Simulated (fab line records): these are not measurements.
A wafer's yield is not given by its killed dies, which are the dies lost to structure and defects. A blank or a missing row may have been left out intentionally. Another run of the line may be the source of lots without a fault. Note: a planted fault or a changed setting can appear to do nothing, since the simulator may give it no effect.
Which tool is to blame? ; flow n5_finfet ; Sampling: 12 lots, 36 wafers, 2 of 1938 route steps

WHAT THE GAUGES READ, wafer by wafer
N5_BEOL_M8_OVL_MEAS_12.
lot;measured;on;M8_OVL (nm)
L078;day 11 15:30;overlay-01;0.0 0.4 0.3
L077;day 12 00:31;overlay-01;-0.5 -1.5 -0.2
L080;day 12 03:40;overlay-02;-0.3 -0.1 0.4
L082;day 12 22:56;overlay-01;0.4 1.0 0.3
L083;day 13 02:52;overlay-02;0.9 0.7 0.5
L085;day 14 05:23;overlay-02;0.4 0.8 1.5
L087;day 14 16:11;overlay-01;2.1 0.5 0.9
L089;day 15 03:49;overlay-02;1.2 0.8 0.7
L090;day 15 14:19;overlay-02;0.4 0.2 -0.4
L092;day 15 21:49;overlay-01;0.9 1.5 1.1
L096;day 17 00:14;overlay-02;-0.5 0.7 0.4
L097;day 18 04:23;overlay-02;0.9 0.6 0.2

TOOL THAT RAN EACH LOT (tool first, then ch and the chambers of the sampled wafers, then the start)
lot;N5_BEOL_M8_HM_DEP_02
L078;pvd_sputter-03, day 11 14:59
L077;pvd_sputter-02, day 11 23:59
L080;pvd_sputter-02, day 12 03:08
L082;pvd_sputter-03, day 12 22:25
L083;pvd_sputter-01, day 13 02:28
L085;pvd_sputter-02, day 14 04:59
L087;pvd_sputter-03, day 14 15:47
L089;pvd_sputter-03, day 15 03:17
L090;pvd_sputter-03, day 15 13:47
L092;pvd_sputter-01, day 15 21:25
L096;pvd_sputter-01, day 16 23:42
L097;pvd_sputter-01, day 18 03:48
- N5_BEOL_M8_HM_DEP_02: deposits TiN, target thk 20 nm.

THE ANSWER, worked out from the rows above alone
Rule: usual is defined by the lots themselves. Put in order of their means at a reading, lots are off if they are a third of the lots or fewer, leave a main group of 4 or more, and stand apart from it by a gap of 3 or more times the standard deviation of the main group's means; of several such gaps the widest counts. Not used: any main group whose means are identical at the precision the tables above print for the reading. Also off: a lot with no number at a reading for which 4 or more lots have one. All remaining lots with rows at the step are treated as sound.
No lot is off at any reading shown: from this, nothing can be told.

WHAT THE SIMULATOR PUT IN
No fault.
